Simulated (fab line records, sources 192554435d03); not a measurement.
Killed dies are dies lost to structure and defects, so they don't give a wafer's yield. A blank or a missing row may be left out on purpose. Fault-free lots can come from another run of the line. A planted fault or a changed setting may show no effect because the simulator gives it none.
Struck lot and sound lot, side by side :: flow n5_finfet :: 20 steps out of a route of 1938
Sound: the wafers L573.2, L573.3, L573.5. Struck: wafers L578.2, L578.3, L578.6. The cause is given at the end.
Order at every step that has rows: each side's tool, ch and its chambers, its first start. Under that, the readings that differ: sound wafers :: struck wafers :: difference of the means :: sigmas: that difference in standard deviations of wafers without a fault.
alike: same words and numbers on both sides, and readings whose means sit less than 2 such deviations apart. not compared: any withheld reading, any reading some wafer has no value for, any bound like >300 that may hide the same value, and any number with overlapping values for which the record gives no deviation.
Wherever a step has rows on one side only, a row that says differs or no value, or a row with sigmas, the two part there. Non-overlapping numbers with no deviation appear without sigmas and do not part them. A reading missing from all wafers of one side parts the sides only when that side holds two or more wafers.

first, 9 steps without rows for these wafers: N5_GATE_CUT_STRIP_21 (strips in N2/H2, time 30 s); N5_GATE_CUT_STRIP_29 (strips in post etch residue remover, time 60 s); N5_GATE_CUT_SRD_52 (time 30 s); N5_GATE_CUT_ALD_22 (deposits SiNx, target thk 16 nm, pulse time 1 s, ald cycles 320); N5_GATE_CUT_CMP_23 (polishes, stops on SiO2, t overpolish 23.4 s, target thk 16 nm); N5_GATE_CUT_CMP_43 (polishes SiO2); N5_GATE_CUT_CMP_61 (polishes, stops on SiNx, t overpolish 3 s); N5_MOL_CONTACT_COAG_COAT_103 (time 60 s, resist thk 80 nm); N5_MOL_CONTACT_COAG_COAT_104 (time 60 s, resist thk 12 nm).
N5_MOL_CONTACT_COAG_COAT_58: time 60 s, resist thk 10 nm.
  sound on litho_track-02 ch 0, day 6 07:16; struck on litho_track-04 ch 0, day 7 16:45
reading: heater_power_total_W (W)
sound: 391.5 390.2 392.3
struck: 358.7 358.5 361.0
difference: -31.9
sigmas: -25

reading: plate_temp_C (C)
sound: 204.83 204.91 204.99
struck: 190.90 190.98 190.80
difference: -14.02
sigmas: -88
then, 7 steps without rows for these wafers: N5_MOL_CONTACT_COAG_COAT_02 (resist thk 30 nm); N5_MOL_CONTACT_COAG_EBR_04; N5_MOL_CONTACT_COAG_SOFTBAKE_03 (time 60 s); N5_MOL_CONTACT_COAG_EXPOSE_05 (exposes mask CA, defocus 0 nm); N5_MOL_CONTACT_COAG_PEB_06 (peb time 60 s); N5_MOL_CONTACT_COAG_DEVELOP_07 (develop time 30 s); N5_MOL_CONTACT_COAG_DESCUM_13 (chemistry O2, time 7 s).
N5_MOL_CONTACT_COAG_ETCH_59: etches underlayer in N2/H2, target depth 13 nm, time 10.4 s.
  sound on rie_diel-04 ch 0,1,3, day 6 08:03; struck on rie_diel-06 ch 0,1,3, day 7 17:44
reading: etch_rf_on_time_s (s)
sound: 10.61 10.55 10.58
struck: 10.10 10.40 10.01
difference: -0.41
sigmas: -2

reading: oes_product_au (a.u.)
sound: 0.61 0.65 0.70
struck: 0.80 0.82 0.82
difference: +0.16
sigmas: +2

reading: rf_vpp_V (V)
sound: 521.6 521.5 521.0
struck: 530.6 528.0 528.5
difference: +7.7
sigmas: +3

reading: showerhead_plenum_p_Torr (Torr)
sound: 2.53 2.43 2.46
struck: 2.71 2.60 2.69
difference: +0.19
sigmas: +2
  alike: bias_w, drypump_motor_current_A, h2_flow_sccm, n2_flow_sccm, throttle_valve_pct
  not compared: rf_hours_counter_h, model.etch.depth_nm
then, 1 step without rows for these wafers: N5_MOL_CONTACT_COAG_ETCH_105 (etches SiARC in CF4, target depth 15.6 nm, time 26 s).
-- record jumps: 5 days separate the struck wafers' starts on either side; left off in module MOL_CONTACT_COAG, taken up again in module BEOL_M4, whose first shown step is the route's number 1111 --
N5_BEOL_M4_RC_MEAS_101:
  sound on prober-02 ch 0, day 10 19:51; struck on prober-02 ch 0, day 12 07:17
  alike: DIBL_N, DIBL_P, IOFF_N, IOFF_P, ION_N, ION_P, SS_N, SS_P, VT_N, VT_P

WHERE THEY PART
First at N5_MOL_CONTACT_COAG_COAT_58; last, within this record, at N5_MOL_CONTACT_COAG_ETCH_59. Later steps at which nothing parts them and some readings are alike: N5_BEOL_M4_RC_MEAS_101.

WHY: what the simulator had put in
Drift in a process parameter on litho_track-04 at N5_MOL_CONTACT_COAG_COAT_58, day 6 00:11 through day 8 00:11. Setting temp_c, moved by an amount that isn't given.
